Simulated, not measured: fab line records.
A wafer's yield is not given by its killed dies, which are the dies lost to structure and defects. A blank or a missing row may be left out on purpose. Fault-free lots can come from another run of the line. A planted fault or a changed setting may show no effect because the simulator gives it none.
Chamber matching ; flow nand_harc ; 4 sister chambers for NHARC_A_WL_FILL_ALD_19 on ald_metal-01
The step deposits TiN, target thk 2 nm, pulse time 3 s, ald cycles 100. 4 wafers are shown with their chamber, then 11 later ones without.

== WAFERS PAIRED WITH THEIR CHAMBERS ==
wafer;chamber;heater_power_w (W)
L082.2;2;961
L086.1;0;1154
L086.3;1;880
L085.2;3;957

== WAFERS WHOSE CHAMBER IS MISSING ==
wafer;heater_power_w (W)
L085.5;975
L085.6;947
L094.1;938
L094.3;923
L094.6;1150
L096.1;939
L096.2;1005
L096.3;942
L097.1;1143
L097.3;1002
L097.4;956

== THE CHAMBER EACH PASSED THROUGH ==
wafer;from the rows above;in truth
L085.5;can't be placed: 2 or 3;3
L085.6;can't be placed: 3 or 2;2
L094.1;can't be placed: 3 or 2 or 1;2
L094.3;can't be placed: 3 or 2 or 1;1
L094.6;0;0
L096.1;can't be placed: 3 or 2 or 1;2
L096.2;can't be placed: 2 or 3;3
L096.3;can't be placed: 3 or 2 or 1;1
L097.1;0;0
L097.3;can't be placed: 2 or 3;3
L097.4;can't be placed: 3 or 2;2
2 of 11 placed correctly. Unplaceable from these rows: 9, with the true chamber sitting among the candidates in 9. 0 placed wrongly.
How it was worked out, from the rows above alone: a wafer's distance from a chamber is the root of the sum, over the readings, of the square of ((its reading less the chamber's mean) divided by the reading's scatter). If the next closest chamber is less than 2 further off than the closest, the wafer can't be placed; otherwise it belongs to the closest. For every chamber, the mean is computed from those of its wafers that are shown. The scatter: with one shown wafer a chamber, the root of the mean of the squares of how far each hidden wafer lies from its nearest shown one.
